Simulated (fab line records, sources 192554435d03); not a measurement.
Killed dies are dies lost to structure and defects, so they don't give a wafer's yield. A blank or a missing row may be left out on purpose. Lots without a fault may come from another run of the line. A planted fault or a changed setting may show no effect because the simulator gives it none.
Chamber matching | flow n5_finfet | N5_BEOL_M8_CMP_52 on cmp-02: 4 sister chambers
The step polishes, stops on SiCOH lowk, t overpolish 6.9 s, target thk 80 nm. 16 wafers are shown with their chamber, then 8 later ones without.

WAFERS WITH THEIR CHAMBER
wafer  | chamber | motor_current_A (A) | time_to_endpoint_s (s) | barrier_field_endpoint_s (s)
L074.1 | 3       | 4.9                 | 60                     | 27.3
L074.5 | 1       | 5.3                 | 62                     | 27.9
L074.6 | 0       | 6.1                 | 64                     | 29.2
L078.1 | 0       | 6.1                 | 61                     | 28.3
L078.2 | 3       | 5.0                 | 57                     | 27.8
L078.4 | 2       | 6.3                 | 60                     | 28.6
L079.4 | 2       | 6.4                 | 64                     | 29.1
L079.5 | 0       | 5.9                 | 62                     | 28.3
L079.6 | 3       | 5.3                 | 56                     | 28.7
L081.2 | 2       | 6.1                 | 63                     | 27.5
L081.5 | 1       | 5.2                 | 59                     | 27.5
L081.6 | 0       | 5.5                 | 62                     | 28.3
L080.1 | 0       | 6.0                 | 62                     | 27.6
L080.5 | 1       | 5.1                 | 57                     | 27.3
L080.6 | 0       | 6.1                 | 61                     | 28.0
L085.1 | 1       | 5.4                 | 59                     | 27.2

SIGNATURES (means of the wafers above)
reading                  | chamber 0 | chamber 1 | chamber 2 | chamber 3 | scatter within a chamber
motor_current_A          | 5.950     | 5.250     | 6.267     | 5.067     | 0.195
time_to_endpoint_s       | 62.00     | 59.25     | 62.33     | 57.67     | 1.73
barrier_field_endpoint_s | 28.283    | 27.475    | 28.400    | 27.933    | 0.579
Rule: a wafer's distance from a chamber is the root of the sum, over the readings, of the square of ((its reading less the chamber's mean) divided by the reading's scatter). The wafer belongs to the nearest chamber; if the next one is less than 2 further off, it can't be placed. The scatter: the root of (the sum of the squares of (reading less its chamber's mean) over the shown wafers, divided by (wafers less chambers)).

WAFERS WITHOUT THEIR CHAMBER
wafer  | motor_current_A (A) | time_to_endpoint_s (s) | barrier_field_endpoint_s (s)
L085.4 | 4.9                 | 57                     | 27.7
L085.5 | 6.0                 | 65                     | 28.5
L095.1 | 5.8                 | 65                     | 28.9
L095.4 | 6.5                 | 65                     | 29.4
L095.6 | 6.3                 | 66                     | 29.3
L097.3 | 6.1                 | 66                     | 28.7
L097.4 | 5.1                 | 62                     | 29.2
L097.6 | 5.0                 | 58                     | 27.8

WHICH CHAMBER EACH WENT THROUGH
wafer  | from the rows above          | in truth
L085.4 | can't be placed: 3 or 1      | 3
L085.5 | can't be placed: 0 or 2      | 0
L095.1 | can't be placed: 0 or 2      | 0
L095.4 | can't be placed: 2 or 0      | 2
L095.6 | can't be placed: 2 or 0      | 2
L097.3 | can't be placed: 2 or 0      | 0
L097.4 | can't be placed: 3 or 1 or 0 | 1
L097.6 | can't be placed: 3 or 1      | 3
Placed correctly: 0 of 8. Can't be placed from these rows: 8 (the true chamber is among the candidates in 8). Placed wrongly: 0.
